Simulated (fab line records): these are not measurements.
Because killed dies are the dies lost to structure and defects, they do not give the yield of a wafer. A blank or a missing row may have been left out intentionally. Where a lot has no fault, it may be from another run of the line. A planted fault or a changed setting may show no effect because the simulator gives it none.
fab line records -- flow n5Finfet
record: lots: 4, wafers: 12, lastDay: 24
route steps=1938 shown BEOL_M12@1615 PASSIVATION@1936
lots that met no fault: taken from a fault-free run of the same line
startH: hours from the record's opening day to when the first of the lot's shown wafers began -- waitH: hours elapsed since this lot's preceding step -- " identical to the entry in the row above -- L1.1+2: one row covering several wafers at once -- - no value, or no start was given -- * or withheld: withheld -- < > ~ a bound
route shown NAME@n: a module of which the file shows steps, and the number in the route of the first -- usual: mean/standard deviation of fault-free wafers -- same: alike in all rows -- chamber/n: place in a boat -- sites: each site's reading -- _std_site: standard deviation of those values -- _edge_site: inner sites' mean taken away from outer sites' mean -- radiusMm: for every site, how far away it sits from the centre of the wafer -- mask NAME#n: copy n -- behind: tool/chamber where the wafer was last shaped -- hold: why the lot was held/for how many hours/how that ended -- device: names the non-switching transistor (n, p or np) -- end of line: at the end of the route, the tests of the same wafers -- step lacking rows: just its recipe -- killed: dies that structure and defects cost at the first sort, which is not the same as the wafer's yield -- map: the dies of a wafer, with x for killed, . for not killed, _ for no die there
set.NAME: the setting as run; set.NAME@STEP: as run at that earlier step -- model.NAME: the simulator's own value behind a step, which no gauge read
certain route steps with their lots: each step a table, each wafer a row
services: from which hour (startH, from the record's first day; less than 0 if before it) a tool's chamber was out of use, for how many hours, and why
== steps ==
step: N5_BEOL_M12_DESCUM_15
recipe: chemistry: O2, timeS: 7.9, sourcePowerW: 50, biasPowerW: 20, pressureMtorr: 20, rfFrequencyHz: 2.712e+07, tempC: 40, o2FlowSccm: 225
step: N5_BEOL_M12_ETCH_59
recipe: chemistry: N2/H2, target: BARC, targetDepthA: 890, overetchA: 267, timeS: 67.9, ionEnergyEv: 200, pressureMtorr: 30, sourceW: 840, biasW: 150, n2FlowSccm: 200, h2FlowSccm: 200
step: N5_BEOL_M12_VIA_ETCH_16
recipe: chemistry: C4F8/O2/Ar, target: SiOC, pressureMtorr: 30, sourceW: 3000, biasW: 700, Ar_flow_sccm: 400, C4F8_flow_sccm: 15, O2_flow_sccm: 8, heInnerTorr: 15, heOuterTorr: 30, targetDepthA: 7248, timeS: withheld, ionEnergyEv: 250, ends: cleared
step: N5_BEOL_M12_STRIP_63
recipe: chemistry: N2/H2, powerW: 1000, tempC: 250, h2Frac: 0.65, overashFraction: 0.3, pressureMtorr: 1000, n2FlowSccm: 1750, h2FlowSccm: 3250
step: N5_BEOL_M12_STRIP_64
recipe: chemistry: N2/H2, powerW: 1000, tempC: 250, h2Frac: 0.65, overashFraction: 0.3, pressureMtorr: withheld, n2FlowSccm: 1750, h2FlowSccm: 3250
step: N5_BEOL_M12_STRIP_71
recipe: chemistry: postEtchResidueRemover, timeS: 60, tempC: 25, removerPh: withheld, removerWaterWtPct: withheld, removerFluorideWtPct: withheld
step: N5_BEOL_M12_SRD_72
recipe: timeS: 30, tempC: 23, rinseLiquid: diw, dry: n2Spin, spinRpm: 1500, dryTimeS: 30
step: N5_BEOL_M12_COAT_65
recipe: resist: SOC, tempC: 250, timeS: 60, spinRpm: 1500, resistThkNm: 300
step: N5_BEOL_M12_COAT_66
recipe: resist: SiARC, tempC: 220, timeS: 60, spinRpm: 1500, resistThkNm: 110
step: N5_BEOL_M12_COAT_22
recipe: spinRpm: 2888, resistThkNm: 300
usual: spinSpeedRpm: 2887.6/2
lot.wafer,tool,chamber,startH,waitH,spinSpeedRpm,model.coat_of_BEOL_M12_COAT_22.thkNm
L854.1,lithoTrack-01,0,452.75,-,2890.3,300.4
L854.3,lithoTrack-01,0,452.75,-,2891.1,300.4
L854.5,lithoTrack-01,0,452.75,-,2889.2,300.4
L873.1,lithoTrack-01,0,504.67,-,2695.1,310.2
L873.2,lithoTrack-01,0,504.67,-,2691.5,310
L873.3,lithoTrack-01,0,504.67,-,2692.2,309.6
L872.1,lithoTrack-01,0,523.29,-,2694.6,310.2
L872.2,lithoTrack-01,0,523.29,-,2695.9,309.4
L872.5,lithoTrack-01,0,523.29,-,2691.9,310.8
L875.3,lithoTrack-02,0,532.93,-,2888.4,300.4
L875.4,lithoTrack-02,0,532.93,-,2889.0,299.2
L875.5,lithoTrack-02,0,532.93,-,2888.5,300.4
step: N5_BEOL_M12_EBR_24
recipe: solvent: PGMEA, ebrWidthMm: 1.5
step: N5_BEOL_M12_SOFTBAKE_23
recipe: tempC: 130, timeS: 60
step: N5_BEOL_M12_EXPOSE_25
recipe: maskId: M12, na: 0.93, sourceShape: conventional, sigmaOuter: 0.4, polarization: unpolarized, doseMj: 21.8
step: N5_BEOL_M12_PEB_26
recipe: pebTempC: 130, pebTimeS: 90
step: N5_BEOL_M12_DEVELOP_27
recipe: developTimeS: 45, rinseLiquid: diw, dry: airSpin, devTempC: 21
step: N5_BEOL_M12_HARDBAKE_32
recipe: tempC: 130, timeS: 120
step: N5_BEOL_M12_DESCUM_33
recipe: chemistry: O2, timeS: 7.9, sourcePowerW: 50, biasPowerW: 20, pressureMtorr: 20, rfFrequencyHz: 2.712e+07, tempC: 40, o2FlowSccm: 225
step: N5_BEOL_M12_ETCH_67
recipe: chemistry: CF4, target: SiARC, targetDepthA: 1430, timeS: 238.3, ionEnergyEv: 80, pressureMtorr: 40, sourceW: 545, biasW: 36, Ar_flow_sccm: 100, cf4FlowSccm: 100, ends: cleared
usual: chamberPressureMTorr: 40.00/0.037, drypumpMotorCurrentA: 5.8/0.46, etchRfOnTimeS: 241/7.7, oesProductAu: 0.69/0.061, rfVppV: 184.2/1.3, showerheadPlenumPTorr: 2.16/0.072, throttleValvePct: 15.58/0.22
lot.wafer,tool,chamber,startH,waitH,chamberPressureMTorr,drypumpMotorCurrentA,etchRfOnTimeS,oesProductAu,rfHoursCounterH,rfVppV,showerheadPlenumPTorr,throttleValvePct,model.coat_of_BEOL_M12_COAT_22.thkNm
L854.1,rieDiel-02,1,453.41,0.0,39.93,6.1,253,0.62,155,185.1,2.22,15.41,211.8
L854.3,rieDiel-02,3,453.41,0.0,39.99,5.2,235,0.68,109,182.3,2.16,15.63,211.6
L854.5,rieDiel-02,0,453.41,0.0,40.04,6.5,254,0.63,-,185.0,2.15,15.80,211.8
L873.1,rieDiel-02,1,505.27,0.0,39.99,6.2,255,0.60,175,184.5,2.21,15.46,221.6
L873.2,rieDiel-02,3,505.27,0.0,40.00,5.2,239,0.65,129,184.6,2.15,15.68,221.4
L873.3,rieDiel-02,0,505.27,0.0,40.02,6.5,255,0.61,146,184.7,2.14,15.86,220.8
L872.1,rieDiel-03,2,523.86,0.0,39.98,5.9,241,0.73,61,184.7,2.26,15.26,221.4
L872.2,rieDiel-03,3,523.86,0.0,40.08,6.0,231,0.72,90,184.8,2.26,15.55,220.6
L872.5,rieDiel-03,1,523.86,0.0,39.98,5.5,236,0.77,-,183.2,2.18,15.19,222.2
L875.3,rieDiel-02,1,533.51,0.0,40.00,6.2,251,0.60,188,184.1,2.21,15.48,211.8
L875.4,rieDiel-02,2,533.51,0.0,39.99,5.7,233,0.67,-,182.8,2.15,15.76,210.8
L875.5,rieDiel-02,0,533.51,0.0,39.99,6.5,251,0.61,-,182.8,2.14,15.87,212
step: N5_BEOL_M12_ETCH_68
recipe: chemistry: N2/H2, target: SOC, maskMaterial: SiARC, sourceW: 3000, biasW: 350, tempC: 40, timeS: 285, ionEnergyEv: 200, pressureMtorr: 30, n2FlowSccm: 200, h2FlowSccm: 200
step: N5_PASSIVATION_PROBE_49
usual: defectLimitedYield: 90.7/1.5, killed_at_M0_to_M3: 38/11, killed_at_M4_up: 15/5.5, killedAtContacts: 12/6, killedAtFrontEnd: 41/11, killedAtOther: 3.5/2.7, killedDies: 110/18, killedOnRim: 15/3.6, killedOpen: 72/13, killedShort: 35/8.7, sort_bin_5_function: 5.5/1.1, sort_bin_6_memory: 3.4/0.63, sortNPass: 1070/18, sortYieldPct: 90.7/1.5
same: grossDies: 1180, killedAtBackSide: 0, sort_bin_4_leakage[%]: 0, sort_bin_8_speed[%]: 0
lot.wafer,tool,chamber,startH,waitH,defectLimitedYield[%],killed_at_M0_to_M3,killed_at_M4_up,killedAtContacts,killedAtFrontEnd,killedAtOther,killedDies,killedOnRim,killedOpen,killedShort,sort_bin_5_function[%],sort_bin_6_memory[%],sortNPass,sortYieldPct[%]
L873.1,prober-01,-,550.27,0.0,90.8,38,9,22,30,10,109,22,65,33,4.5,3.6,1071,90.8
L873.2,prober-01,-,550.32,0.1,93.1,48,7,6,16,5,82,7,50,30,4.0,2.7,1098,93.1
L873.3,prober-01,-,550.37,0.1,91.0,28,22,9,39,8,106,14,68,38,5.3,3.2,1074,91.0
L872.2,prober-01,-,564.45,0.1,88.4,49,8,15,56,9,137,24,78,44,6.4,3.4,1043,88.4
killed by level:class
L873.1 MOL_CONTACT_COAG:geometricParticle:open=19 BEOL_M0_SAQP:geometricParticle:short=14 BEOL_M0_SAQP:geometricParticle:open=12 HKMG_FIN:areaEtch=9 FIN_SAQP:geometricParticle:short=6 BEOL_M3:geometricParticle:open=5 FIN_SAQP:geometricParticle:open=4 BEOL_M5:geometricParticle:open=4
L873.2 BEOL_M0_SAQP:geometricParticle:open=17 BEOL_M0_SAQP:geometricParticle:short=17 MOL_CONTACT_COAG:geometricParticle:open=5 BEOL_M2:geometricParticle:open=4 FIN_SAQP:geometricParticle:open=3 DUMMY_GATE:geometricParticle:open=3 BEOL_M3:geometricParticle:open=3 BEOL_M4:geometricParticle:open=3
L873.3 BEOL_M4:geometricParticle:open=13 FIN_SAQP:geometricParticle:short=8 STI_FIN_REVEAL:geometricParticle:open=6 BEOL_M0_SAQP:geometricParticle:short=6 BEOL_M0_SAQP:geometricParticle:open=6 FIN_SAQP:geometricParticle:open=5 MOL_CONTACT_COAG:geometricParticle:open=5 GATE_CUT:geometricParticle:short=4
L872.2 HKMG_FIN:areaEtch=14 BEOL_M1:geometricParticle:open=13 MOL_CONTACT_COAG:geometricParticle:open=12 STI_FIN_REVEAL:geometricParticle:open=10 FIN_SAQP:geometricParticle:open=8 FIN_SAQP:geometricParticle:short=8 BEOL_M0_SAQP:geometricParticle:short=8 BEOL_M2:geometricParticle:open=6
== services ==
tool,chamber,startH,hours,kind
rieDiel-03,3,468.17,1.3,repair
rieDiel-03,0,471.15,-,clean
rieDiel-03,0,471.15,-,consumableReplace:focusRing
rieDiel-03,0,471.15,21.0,scheduledDown
rieDiel-03,0,471.15,21.0,ventCycle
rieDiel-02,1,474.38,3.1,repair
rieDiel-02,3,501.45,3.5,repair
rieDiel-03,0,522.15,5.8,repair
rieDiel-03,1,533.21,6.1,repair
== key ==
firstSign: step: N5_BEOL_M12_COAT_22, reading: spinSpeedRpm, direction: down, sigmas: 98, usual: *, struck: *
effect none on later readings
modelEffect: step: N5_BEOL_M12_COAT_22, value: coat_of_BEOL_M12_COAT_22.thkNm, without: 299.5, struck: 310
modelEffect: step: N5_BEOL_M12_ETCH_67, value: coat_of_BEOL_M12_COAT_22.thkNm, without: 210.8, struck: 221.3
metAt N5_BEOL_M12_COAT_22
struckWafers L872.1,L872.2,L872.5,L873.1,L873.2,L873.3
baselineLoss: step: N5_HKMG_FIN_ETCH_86, wafers: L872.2
onsetBetween 452.75 504.67
fault: kind: processParameterDrift, tool: lithoTrack-01, chamber: -, onsetH: 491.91, steps: N5_BEOL_M12_COAT_22, channel: spinRpm, offset: *, shape: step, endH: 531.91, actsIn: *, stated: *
baselineLoss: these wafers lose ten dies or more at that step, a loss of the line's own and not of a fault; the sort's usual values leave them out
